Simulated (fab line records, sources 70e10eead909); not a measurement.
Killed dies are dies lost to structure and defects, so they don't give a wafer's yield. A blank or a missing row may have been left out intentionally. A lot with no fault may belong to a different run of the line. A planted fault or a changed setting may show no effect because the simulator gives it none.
Which of the tools did it? | flow nand harc | 13 lots, 39 wafers sampled, at 4 steps of a route of 1302

== WHAT THE GAUGES READ, wafer by wafer ==
NHARC_A_ONON_D1_THK_MEAS_05: measures by ellipsometry.
lot  | measured     | on            | thk nm (nm)
L294 | day 7 14:41  | film metro-02 | 999 1001 1002
L295 | day 8 09:35  | film metro-01 | 1008 1006 1005
L297 | day 9 01:49  | film metro-01 | 995 997 995
L298 | day 9 06:53  | film metro-02 | 1018 1018 1017
L300 | day 10 09:57 | film metro-02 | 1004 1004 1003
L305 | day 12 08:35 | film metro-02 | 1021 1019 1017
L308 | day 13 19:25 | film metro-01 | 1008 1006 1008
L310 | day 14 07:23 | film metro-01 | 1003 1001 1002
L312 | day 15 03:52 | film metro-01 | 1007 1004 1006
L313 | day 15 14:15 | film metro-02 | 993 998 996
L314 | day 15 23:49 | film metro-01 | 1014 1018 1016
L315 | day 16 15:13 | film metro-01 | 1008 1011 1010
L317 | day 17 07:55 | film metro-02 | 998 998 1000

NHARC_A_ONON_D1_THK_MEAS_24: measures by ellipsometry.
lot  | measured     | on            | thk nm (nm)
L294 | day 8 01:19  | film metro-02 | 984 986 982
L295 | day 8 21:26  | film metro-01 | 1003 1004 1006
L297 | day 9 12:40  | film metro-01 | 1004 1004 1004
L298 | day 9 17:27  | film metro-01 | 1003 1004 1003
L300 | day 11 00:13 | film metro-02 | 687 990 990
L305 | day 12 20:37 | film metro-02 | 1002 1004 1002
L308 | day 14 07:10 | film metro-02 | 1004 1002 1004
L310 | day 14 19:20 | film metro-01 | 993 993 994
L312 | day 15 14:30 | film metro-02 | 996 997 997
L313 | day 16 02:47 | film metro-02 | 1005 1004 1005
L314 | day 16 10:16 | film metro-02 | 996 994 996
L315 | day 17 02:10 | film metro-01 | 992 991 991
L317 | day 17 18:29 | film metro-02 | 994 994 995

== TOOL THAT RAN EACH LOT (tool first, then ch and the chambers of the sampled wafers, then the start) ==
lot  | NHARC_A_ZERO_WELL_DESCUM_12        | NHARC_A_ONON_D1_DEP_22
L294 | rie diel-11 ch 0,2, day 6 14:51    | pecvd onon-04 ch 0, day 8 00:49
L295 | rie diel-06 ch 0,1,3, day 7 12:08  | pecvd onon-01 ch 0, day 8 21:02
L297 | rie diel-06 ch 0,1,2, day 8 03:49  | pecvd onon-03 ch 0, day 9 12:13
L298 | rie diel-11 ch 0,1,2, day 8 07:44  | pecvd onon-01 ch 0, day 9 16:56
L300 | rie diel-06 ch 0,1,2, day 9 10:28  | pecvd onon-01 ch 0, day 10 23:43
L305 | rie diel-06 ch 0,2,3, day 11 09:55 | pecvd onon-04 ch 0, day 12 20:07
L308 | rie diel-06 ch 0,1,2, day 12 20:55 | pecvd onon-03 ch 0, day 14 06:43
L310 | rie diel-11 ch 0,1,2, day 13 08:55 | pecvd onon-04 ch 0, day 14 18:52
L312 | rie diel-06 ch 0,2,3, day 14 04:21 | pecvd onon-01 ch 0, day 15 13:59
L313 | rie diel-06 ch 0,1,2, day 14 14:37 | pecvd onon-01 ch 0, day 16 02:17
L314 | rie diel-06 ch 0,1, day 15 01:28   | pecvd onon-01 ch 0, day 16 09:49
L315 | rie diel-06 ch 1,2,3, day 15 16:31 | pecvd onon-01 ch 0, day 17 01:40
L317 | rie diel-11 ch 2,3, day 16 07:20   | pecvd onon-03 ch 0, day 17 18:02
- NHARC_A_ZERO_WELL_DESCUM_12: chemistry O2, time 3 s.
- NHARC_A_ONON_D1_DEP_22: target thk 1000 nm.

== AS READ BY THE TOOLS THEMSELVES (means over the sampled wafers that have a number; for cases with no such wafer, the mark the record gives instead) ==
NHARC_A_ZERO_WELL_DESCUM_12.
lot  | tool        | drypump motor current A (A) | o2 flow sccm (sccm) | oes product au (a.u.) | rf vpp V (V) | showerhead plenum p Torr (Torr) | throttle valve pct (%)
L294 | rie diel-11 | 6.0                         | 200.1               | 0.994                 | 57.1         | 1.81                            | 11.312
L295 | rie diel-06 | 5.5                         | 200.2               | 0.994                 | 57.6         | 1.87                            | 11.308
L297 | rie diel-06 | 5.3                         | 199.9               | 1.005                 | 58.0         | 1.91                            | 11.320
L298 | rie diel-11 | 5.9                         | 199.9               | 0.989                 | 57.4         | 1.81                            | 11.309
L300 | rie diel-06 | 5.3                         | 200.1               | 1.006                 | 57.5         | 1.91                            | 11.319
L305 | rie diel-06 | 5.8                         | 199.9               | 1.002                 | 57.0         | 1.90                            | 11.309
L308 | rie diel-06 | 5.3                         | 199.4               | 1.004                 | 57.4         | 1.91                            | 11.316
L310 | rie diel-11 | 5.8                         | 200.6               | 1.007                 | 58.1         | 1.80                            | 11.308
L312 | rie diel-06 | 5.8                         | 199.7               | 1.003                 | 57.7         | 1.90                            | 11.311
L313 | rie diel-06 | 5.3                         | 199.7               | 0.997                 | 57.5         | 1.91                            | 11.310
L314 | rie diel-06 | 5.0                         | 200.1               | 0.983                 | 57.2         | 1.87                            | 11.305
L315 | rie diel-06 | 5.5                         | 200.1               | 1.002                 | 57.6         | 1.94                            | 11.305
L317 | rie diel-11 | 5.9                         | 199.4               | 0.988                 | 56.5         | 1.81                            | 11.313

NHARC_A_ONON_D1_DEP_22.
lot  | tool          | nh3 flow sccm (sccm)
L294 | pecvd onon-04 | 501.4
L295 | pecvd onon-01 | 502.0
L297 | pecvd onon-03 | 501.3
L298 | pecvd onon-01 | 500.1
L300 | pecvd onon-01 | 500.6
L305 | pecvd onon-04 | 501.0
L308 | pecvd onon-03 | 498.9
L310 | pecvd onon-04 | 500.2
L312 | pecvd onon-01 | 499.1
L313 | pecvd onon-01 | 500.0
L314 | pecvd onon-01 | 500.8
L315 | pecvd onon-01 | 499.3
L317 | pecvd onon-03 | 499.4

== THE ANSWER, worked out from the rows above alone ==
Rule: the lots themselves supply what counts as usual. Put in order of their means at a reading, lots are off if they are a third of the lots or fewer, leave a main group of 4 or more, and stand apart from it by a gap of 3 or more times the standard deviation of the main group's means; of several such gaps the widest counts. A main group is skipped when, at the precision printed for the reading in the tables above, its means are all equal. A lot without any number at a reading at which 4 lots or more have one is off too. The other lots that the step has rows for count as sound. After the gauges, taken in route order, come the tools' own readings; for these a lot's mean is taken, as printed above. At the first step where some lot is off, the reading lying furthest off is the one used; lots without a number count as furthest.
Off: L300, at NHARC_A_ONON_D1_THK_MEAS_24 (thk nm). Mean 998 nm and standard deviation 6.3 in the main group.
If a tool, at a process step before that reading, ran all the lots that are off and no sound lot after the first of them, it fits. The gauges at NHARC_A_ONON_D1_THK_MEAS_24 are tried like those tools. None of those tried fits.

== WHAT THE SIMULATOR HAD INSERTED ==
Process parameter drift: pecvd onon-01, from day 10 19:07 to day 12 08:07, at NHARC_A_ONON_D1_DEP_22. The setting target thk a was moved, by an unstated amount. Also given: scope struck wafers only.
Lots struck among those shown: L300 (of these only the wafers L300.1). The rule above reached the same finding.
